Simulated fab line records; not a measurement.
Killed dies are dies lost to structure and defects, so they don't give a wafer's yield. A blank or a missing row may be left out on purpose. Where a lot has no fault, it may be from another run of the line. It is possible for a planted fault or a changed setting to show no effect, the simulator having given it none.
Split-lot study | flow n5 finfet | on a route of 1938 steps: 7 lots, 21 wafers read

== ABOUT THE SPLIT ==
At N5_HKMG_FIN_ETCH_35 (etches SOC in N2/H2, target depth 215.8 nm, time 243.4 s), the setting bias w was moved away from the recipe's 5 W on 6 of the 21 wafers read, by -15.2% to +14.4%. For the rest of the wafers, this setting stayed at what the recipe calls for.

Reading taken at the split's own step.

== THE READING ==
rf vpp V, in V, at N5_HKMG_FIN_ETCH_35 (etches SOC in N2/H2, target depth 215.8 nm, time 243.4 s). Typical for fault-free wafers on this fab line: 141.7 V, with standard deviation 0.94 V.

wafer  | tool, chamber at the split | bias w as run, W | against the recipe | rf vpp V, V | against lot-mates on the recipe
L074.2 | rie diel-02, 1             | 5                | recipe             | 142.3       | -
L074.4 | rie diel-02, 0             | 5                | recipe             | 141.6       | -
L074.5 | rie diel-02, 0             | 5                | recipe             | 141.9       | -
L079.1 | rie diel-02, 0             | 5                | recipe             | 141.2       | -
L079.2 | rie diel-02, 3             | 5.392            | +7.8%              | 148.7       | +7.5
L079.5 | rie diel-02, 0             | 5.392            | +7.8%              | 148.6       | +7.4
L084.4 | rie diel-05, 2             | 5                | recipe             | 142.0       | -
L084.5 | rie diel-05, 1             | 5                | recipe             | 141.8       | -
L084.6 | rie diel-05, 0             | 5                | recipe             | 141.5       | -
L086.4 | rie diel-02, 1             | 5                | recipe             | 142.8       | -
L086.5 | rie diel-02, 0             | 5.719            | +14.4%             | 154.4       | +11.6
L086.6 | rie diel-02, 3             | 5.719            | +14.4%             | 152.2       | +9.4
L089.3 | rie diel-05, 2             | 5                | recipe             | 142.5       | -
L089.4 | rie diel-05, 1             | 4.241            | -15.2%             | 127.3       | -15.5
L089.6 | rie diel-05, 2             | 5                | recipe             | 143.1       | -
L093.1 | rie diel-06, 1             | 5                | recipe             | 141.9       | -
L093.4 | rie diel-06, 0             | 5                | recipe             | 140.7       | -
L093.5 | rie diel-06, 1             | 5                | recipe             | 142.1       | -
L096.1 | rie diel-06, 2             | 5                | recipe             | 141.3       | -
L096.2 | rie diel-06, 0             | 5                | recipe             | 140.5       | -
L096.6 | rie diel-06, 3             | 4.495            | -10.1%             | 132.7       | -8.2

THE FIT
A straight line over all 21 wafers: rf vpp V changes by +0.867 V for each +1% of bias w; r = +0.99; the points scatter about the line by 0.82 V.
The same after taking each lot's own level away (the mean of its wafers on the recipe; 21 wafers): +0.852 V for each +1%; r = +0.99; scatter 0.97 V.
According to that fit, moving bias w by its largest amount changes the reading by 13 V.
Measured against the standard deviation above, the lots' own levels, which go from 140.90 to 142.80 V, span 2.0 times it.
The two slopes agree, so the slope changes little with the lot-to-lot level.
Check: -11.9 V against its lot-mates is what the line predicts for one of the wafers moved furthest among these (-15.2%) when that wafer is left out of the fit. It came out at -15.5 V against them.
Tool readings at the split's step, against how far the setting was moved: rf vpp V r = +0.99.

== THESE WAFERS: OTHER SPLITS ==
These wafers also went through other splits before the reading. Each is held against what the fit with the lots' levels taken away leaves over:
other split on the same wafers | wafers away from the commonest value | r with rf vpp V (lot level and that fit taken away)
N5_SDB_COAT_04 spin rpm        | 8                                    | -0.10
N5_HKMG_FIN_ETCH_55 time s     | 5                                    | -0.03
N5_HKMG_FIN_ETCH_58 source w   | 8                                    | -0.03

== THE FILE'S OWN FIT ==
rf vpp V changes by +0.879 V for each +1% of bias w, r = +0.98.
